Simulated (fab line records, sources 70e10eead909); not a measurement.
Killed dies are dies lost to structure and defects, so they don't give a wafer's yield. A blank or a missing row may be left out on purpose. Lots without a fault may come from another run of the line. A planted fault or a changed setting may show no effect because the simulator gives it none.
Chamber matching | flow nand_harc | NHARC_A_BLC_STRIP_29 on rie_diel-05: 4 sister chambers
The step strips in CF4. 8 wafers are shown with their chamber, then 12 later ones without.

WAFERS WITH THEIR CHAMBER
wafer  | chamber | showerhead_plenum_p_Torr (Torr) | drypump_motor_current_A (A)
L076.4 | 1       | 1.85                            | 6.4
L083.2 | 1       | 1.84                            | 6.3
L086.1 | 0       | 1.77                            | 6.4
L086.2 | 3       | 1.71                            | 6.2
L086.4 | 2       | 1.83                            | 5.5
L088.2 | 2       | 1.83                            | 5.5
L088.4 | 3       | 1.71                            | 6.2
L088.6 | 0       | 1.77                            | 6.4

WAFERS WITHOUT THEIR CHAMBER
wafer  | showerhead_plenum_p_Torr (Torr) | drypump_motor_current_A (A)
L091.1 | 1.84                            | 6.3
L091.3 | 1.71                            | 6.2
L091.6 | 1.83                            | 5.5
L093.1 | 1.83                            | 5.4
L093.2 | 1.84                            | 6.4
L093.3 | 1.77                            | 6.4
L092.1 | 1.77                            | 6.4
L092.3 | 1.84                            | 6.4
L092.5 | 1.71                            | 6.2
L097.1 | 1.71                            | 6.2
L097.2 | 1.77                            | 6.4
L097.6 | 1.83                            | 5.4

WHICH CHAMBER EACH WENT THROUGH
wafer  | from the rows above | in truth
L091.1 | 1                   | 1
L091.3 | 3                   | 3
L091.6 | 2                   | 2
L093.1 | 2                   | 2
L093.2 | 1                   | 1
L093.3 | 0                   | 0
L092.1 | 0                   | 0
L092.3 | 1                   | 1
L092.5 | 3                   | 3
L097.1 | 3                   | 3
L097.2 | 0                   | 0
L097.6 | 2                   | 2
Placed correctly: 12 of 12. Can't be placed from these rows: 0. Placed wrongly: 0.
How it was worked out, from the rows above alone: a wafer's distance from a chamber is the root of the sum, over the readings, of the square of ((its reading less the chamber's mean) divided by the reading's scatter). The wafer belongs to the nearest chamber; if the next one is less than 2 further off, it can't be placed. A chamber's mean is the mean of its shown wafers. The scatter: the root of (the sum of the squares of (reading less its chamber's mean) over the shown wafers, divided by (wafers less chambers)).
